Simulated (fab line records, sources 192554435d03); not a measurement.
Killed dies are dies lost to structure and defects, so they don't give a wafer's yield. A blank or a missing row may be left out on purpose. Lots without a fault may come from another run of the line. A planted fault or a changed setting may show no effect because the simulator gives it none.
Which tool did it? | flow n5_finfet | 24 lots, 72 wafers sampled, at 5 steps of a route of 1938

WHAT THE GAUGES READ, wafer by wafer
N5_BEOL_M0_RS_MEAS_126: measures by four-point-probe.
lot  | measured     | on            | M0_RS (ohm/sq)
L074 | day 5 22:40  | film_metro-01 | 0.556 0.523 0.553
L075 | day 6 03:52  | film_metro-02 | 0.544 0.554 0.546
L076 | day 6 07:40  | film_metro-02 | 0.554 0.542 0.517
L077 | day 6 18:59  | film_metro-01 | 0.558 0.539 0.544
L078 | day 7 00:23  | film_metro-01 | 0.540 0.547 0.530
L079 | day 7 05:25  | film_metro-01 | 0.505 0.534 0.488
L080 | day 7 08:03  | film_metro-02 | 0.551 0.551 0.530
L081 | day 7 17:01  | film_metro-02 | 0.522 0.495 0.522
L082 | day 7 19:49  | film_metro-02 | 0.574 0.566 0.564
L083 | day 7 22:17  | film_metro-02 | 0.509 0.512 0.511
L084 | day 8 06:26  | film_metro-02 | 0.537 0.561 0.532
L085 | day 8 15:19  | film_metro-01 | 0.547 0.538 0.530
L086 | day 8 23:29  | film_metro-01 | 0.563 0.548 0.539
L087 | day 9 02:35  | film_metro-01 | 0.555 0.538 0.551
L090 | day 9 14:55  | film_metro-01 | 0.570 0.537 0.560
L088 | day 9 18:32  | film_metro-01 | 0.551 0.560 0.534
L091 | day 9 23:11  | film_metro-01 | 0.545 0.536 0.558
L089 | day 10 06:55 | film_metro-01 | 0.558 0.490 0.515
L092 | day 10 09:46 | film_metro-02 | 0.587 0.549 0.561
L093 | day 10 18:04 | film_metro-02 | 0.591 0.545 0.550
L094 | day 10 22:01 | film_metro-02 | 0.539 0.532 0.532
L095 | day 11 04:16 | film_metro-02 | 0.556 0.579 0.560
L096 | day 11 10:05 | film_metro-02 | 0.561 0.555 0.527
L097 | day 11 21:28 | film_metro-02 | 0.547 0.554 0.556

N5_BEOL_M1_OVL_MEAS_12.
lot  | measured     | on         | M1_OVL (nm)
L074 | day 6 00:53  | overlay-02 | -0.1 -0.4 0.1
L075 | day 6 05:05  | overlay-02 | 0.5 0.6 -0.1
L076 | day 6 10:36  | overlay-01 | -0.4 -0.1 -0.1
L077 | day 6 21:31  | overlay-01 | 0.1 0.3 -0.8
L078 | day 7 01:12  | overlay-02 | -1.6 -1.8 -0.5
L079 | day 7 07:44  | overlay-02 | -0.1 -0.4 -0.4
L080 | day 7 09:30  | overlay-02 | -1.8 0.0 -1.0
L081 | day 7 19:06  | overlay-01 | 0.8 0.3 0.1
L082 | day 7 20:47  | overlay-01 | 0.1 -0.5 -0.4
L083 | day 8 00:51  | overlay-02 | -0.4 1.0 -1.1
L084 | day 8 08:18  | overlay-01 | 0.4 1.0 0.5
L085 | day 8 16:06  | overlay-01 | -0.8 0.2 -1.1
L086 | day 9 00:49  | overlay-01 | -0.7 0.1 0.6
L087 | day 9 03:52  | overlay-01 | 0.1 -0.3 0.8
L090 | day 9 17:14  | overlay-01 | -1.5 0.1 -0.8
L088 | day 9 20:14  | overlay-01 | -1.1 -0.8 -1.3
L091 | day 10 00:00 | overlay-01 | 0.7 0.5 1.5
L089 | day 10 09:04 | overlay-01 | -2.2 -1.1 -0.2
L092 | day 10 10:25 | overlay-01 | -0.7 -1.1 -1.1
L093 | day 10 19:56 | overlay-02 | -0.9 -0.5 0.2
L094 | day 10 22:51 | overlay-01 | 1.2 -0.5 -0.2
L095 | day 11 05:27 | overlay-02 | -2.6 -0.3 -0.2
L096 | day 11 11:10 | overlay-02 | -0.6 0.0 -0.6
L097 | day 11 23:32 | overlay-01 | -1.5 0.6 -1.5

N5_BEOL_M1_CD_MEAS_28: target cd y 23.3 nm.
lot  | measured     | on        | cd_nm (nm)
L074 | day 6 02:04  | cd_sem-01 | 24.04 23.87 24.41
L075 | day 6 06:03  | cd_sem-01 | 24.09 24.02 23.89
L076 | day 6 11:28  | cd_sem-02 | 24.15 24.23 24.08
L077 | day 6 22:28  | cd_sem-01 | 24.28 24.76 24.50
L078 | day 7 02:10  | cd_sem-01 | 24.20 24.38 23.94
L079 | day 7 08:34  | cd_sem-03 | 24.33 23.57 24.55
L080 | day 7 10:28  | cd_sem-01 | 24.27 23.73 23.94
L081 | day 7 20:16  | cd_sem-01 | 24.13 24.19 24.18
L082 | day 7 21:39  | cd_sem-02 | 24.01 24.21 24.18
L083 | day 8 01:49  | cd_sem-02 | 24.04 23.80 24.08
L084 | day 8 09:10  | cd_sem-03 | 24.29 24.34 24.04
L085 | day 8 17:09  | cd_sem-01 | 23.97 23.72 23.96
L086 | day 9 02:27  | cd_sem-02 | 23.81 24.73 23.96
L087 | day 9 04:56  | cd_sem-01 | 24.20 24.02 23.73
L090 | day 9 18:14  | cd_sem-02 | 23.71 23.98 23.92
L088 | day 9 21:13  | cd_sem-01 | 24.20 24.31 23.84
L091 | day 10 00:58 | cd_sem-02 | 24.13 23.81 24.33
L089 | day 10 09:55 | cd_sem-01 | 23.60 24.13 23.40
L092 | day 10 11:22 | cd_sem-02 | 24.07 23.70 24.07
L093 | day 10 20:50 | cd_sem-02 | 24.03 24.29 24.11
L094 | day 10 23:41 | cd_sem-02 | 23.38 23.86 23.56
L095 | day 11 06:17 | cd_sem-02 | 24.25 24.15 24.20
L096 | day 11 12:32 | cd_sem-01 | 23.96 24.11 23.80
L097 | day 12 00:31 | cd_sem-02 | 23.68 24.15 24.05

WHICH TOOL RAN EACH LOT (tool, then ch and the chambers of the sampled wafers, then the start)
lot  | N5_BEOL_M0_ALD_136                  | N5_BEOL_M0_CO_CAP_123
L074 | ald_metal-04 ch 0,3, day 5 20:26    | cvd_co-01 ch 1,2, day 5 22:28
L075 | ald_metal-04 ch 0,2,3, day 6 01:37  | cvd_co-01 ch 0,1, day 6 03:40
L076 | ald_metal-04 ch 0,2, day 6 05:03    | cvd_co-01 ch 1,2, day 6 07:29
L077 | ald_metal-02 ch 0,3, day 6 13:19    | cvd_co-01 ch 0,1, day 6 18:49
L078 | ald_metal-04 ch 0,3, day 6 22:29    | cvd_co-01 ch 1,2, day 7 00:13
L079 | ald_metal-01 ch 0,2,3, day 7 01:36  | cvd_co-02 ch 0,2, day 7 05:12
L080 | ald_metal-01 ch 0,3, day 7 05:46    | cvd_co-02 ch 0,1,2, day 7 07:50
L081 | ald_metal-02 ch 0,3, day 7 15:07    | cvd_co-01 ch 0,1, day 7 16:49
L082 | ald_metal-02 ch 0,2,3, day 7 16:26  | cvd_co-02 ch 0,2, day 7 19:38
L083 | ald_metal-04 ch 0,1,3, day 7 20:19  | cvd_co-02 ch 0,1,2, day 7 22:06
L084 | ald_metal-01 ch 2,3, day 8 04:32    | cvd_co-01 ch 1,2, day 8 06:15
L085 | ald_metal-04 ch 1,3, day 8 13:23    | cvd_co-02 ch 1,2, day 8 15:08
L086 | ald_metal-01 ch 0,2,3, day 8 21:13  | cvd_co-01 ch 0,1,2, day 8 23:19
L087 | ald_metal-04 ch 0,1,2, day 9 00:32  | cvd_co-01 ch 1,2, day 9 02:22
L090 | ald_metal-04 ch 1,3, day 9 12:26    | cvd_co-02 ch 0,2, day 9 14:44
L088 | ald_metal-01 ch 1,2,3, day 9 14:14  | cvd_co-01 ch 1,2, day 9 18:21
L091 | ald_metal-02 ch 0,1,3, day 9 21:02  | cvd_co-01 ch 1,2, day 9 23:01
L089 | ald_metal-04 ch 0,1,2, day 10 02:45 | cvd_co-02 ch 1,2, day 10 06:44
L092 | ald_metal-02 ch 0,1,3, day 10 06:53 | cvd_co-01 ch 1,2, day 10 09:35
L093 | ald_metal-04 ch 2,3, day 10 15:57   | cvd_co-02 ch 1,2, day 10 17:53
L094 | ald_metal-02 ch 0,1,2, day 10 19:52 | cvd_co-01 ch 0,1,2, day 10 21:50
L095 | ald_metal-02 ch 1,2,3, day 11 01:21 | cvd_co-01 ch 0,1,2, day 11 04:03
L096 | ald_metal-02 ch 0,2,3, day 11 06:59 | cvd_co-01 ch 0,1, day 11 09:55
L097 | ald_metal-02 ch 2,3, day 11 19:35   | cvd_co-02 ch 0,2, day 11 21:17
- N5_BEOL_M0_ALD_136: deposits TaN, pulse time 2 s, purge time 3 s, co reactant purge time 2 s.
- N5_BEOL_M0_CO_CAP_123: material Co, precursor CCTBA/H2, target thk 2 nm, time 102.1 s.

WHAT THE TOOLS THEMSELVES READ (means of the sampled wafers that have a number; where no wafer has one, the mark that the record gives instead)
N5_BEOL_M0_ALD_136.
lot  | tool         | heater_power_w (W)
L074 | ald_metal-04 | 365
L075 | ald_metal-04 | 373
L076 | ald_metal-04 | 388
L077 | ald_metal-02 | 389
L078 | ald_metal-04 | 359
L079 | ald_metal-01 | 434
L080 | ald_metal-01 | 437
L081 | ald_metal-02 | 407
L082 | ald_metal-02 | 398
L083 | ald_metal-04 | 374
L084 | ald_metal-01 | 442
L085 | ald_metal-04 | 389
L086 | ald_metal-01 | 450
L087 | ald_metal-04 | 396
L090 | ald_metal-04 | 397
L088 | ald_metal-01 | 455
L091 | ald_metal-02 | 402
L089 | ald_metal-04 | 386
L092 | ald_metal-02 | 396
L093 | ald_metal-04 | 373
L094 | ald_metal-02 | 390
L095 | ald_metal-02 | 399
L096 | ald_metal-02 | 394
L097 | ald_metal-02 | 404

N5_BEOL_M0_CO_CAP_123.
lot  | tool      | heater_power_w (W)
L074 | cvd_co-01 | 210
L075 | cvd_co-01 | 206
L076 | cvd_co-01 | 218
L077 | cvd_co-01 | 202
L078 | cvd_co-01 | 211
L079 | cvd_co-02 | 230
L080 | cvd_co-02 | 229
L081 | cvd_co-01 | 204
L082 | cvd_co-02 | 225
L083 | cvd_co-02 | 230
L084 | cvd_co-01 | 220
L085 | cvd_co-02 | 238
L086 | cvd_co-01 | 215
L087 | cvd_co-01 | 209
L090 | cvd_co-02 | 228
L088 | cvd_co-01 | 211
L091 | cvd_co-01 | 210
L089 | cvd_co-02 | 239
L092 | cvd_co-01 | 210
L093 | cvd_co-02 | 235
L094 | cvd_co-01 | 210
L095 | cvd_co-01 | 214
L096 | cvd_co-01 | 208
L097 | cvd_co-02 | 225

THE ANSWER, worked out from the rows above alone
Rule: what is usual is taken from the lots themselves. Put in order of their means at a reading, lots are off if they are a third of the lots or fewer, leave a main group of 4 or more, and stand apart from it by a gap of 3 or more times the standard deviation of the main group's means; of several such gaps the widest counts. A main group whose means are all the same, to the digits that the tables above print for the reading, isn't used. A lot without any number at a reading at which 4 lots or more have one is off too. The other lots that the step has rows for count as sound. The gauges are gone through in route order, then the tools' own readings, and for those a lot's mean is taken as printed above. The first step at which some lot is off is used, and at that step the reading that is off furthest; a lot without a number counts as furthest.
No lot is off at any reading shown: from this, nothing can be told.

WHAT THE SIMULATOR HAD PUT IN
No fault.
